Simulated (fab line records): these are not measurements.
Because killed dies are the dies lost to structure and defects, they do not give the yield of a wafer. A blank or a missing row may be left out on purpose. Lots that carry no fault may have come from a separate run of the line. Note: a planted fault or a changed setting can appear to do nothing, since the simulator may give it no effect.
Matching of chambers    flow n5_finfet    4 sister chambers for N5_STI_FIN_REVEAL_CMP_04 on cmp-03
The step polishes, stops on Si3N4, t overpolish 4 s, target thk 131.83 nm. 8 wafers are shown with their chamber, then 8 later ones without.

== WAFERS, EACH WITH ITS CHAMBER ==
wafer   chamber  motor_current_A (A)  platen_rpm (rpm)
L077.5  2        8.5                  54.18
L080.5  2        8.5                  54.20
L085.2  3        9.3                  54.13
L086.4  1        10.8                 54.18
L087.2  0        8.6                  54.19
L087.3  1        11.6                 54.22
L087.5  3        8.9                  54.12
L092.1  0        9.2                  54.18

== WAFERS WITH NO CHAMBER GIVEN ==
wafer   motor_current_A (A)  platen_rpm (rpm)
L092.2  11.9                 54.14
L092.5  9.0                  54.19
L094.1  7.9                  54.15
L094.4  11.8                 54.19
L094.5  8.2                  54.11
L097.4  12.1                 54.18
L097.5  9.0                  54.20
L097.6  8.7                  54.20

== THE CHAMBER EACH PASSED THROUGH ==
wafer    from the rows above            in truth
L092.2   1                              1
L092.5   can't be placed: 0 or 2        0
L094.1   can't be placed: 2 or 0 or 3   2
L094.4   1                              1
L094.5   3                              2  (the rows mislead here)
L097.4   1                              1
L097.5   can't be placed: 0 or 2        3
L097.6   can't be placed: 2 or 0        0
Correct placement for 3 of the 8. These rows do not allow placing 4 (true chamber among the candidates in 3). Placed wrongly: 1.
How it was worked out, from the rows above alone: a wafer's distance from a chamber is the root of the sum, over the readings, of the square of ((its reading less the chamber's mean) divided by the reading's scatter). The wafer belongs to the nearest chamber; if the next one is less than 2 further off, it can't be placed. The mean given for a chamber averages the wafers shown for that chamber. The scatter: the root of (the sum of the squares of (reading less its chamber's mean) over the shown wafers, divided by (wafers less chambers)).
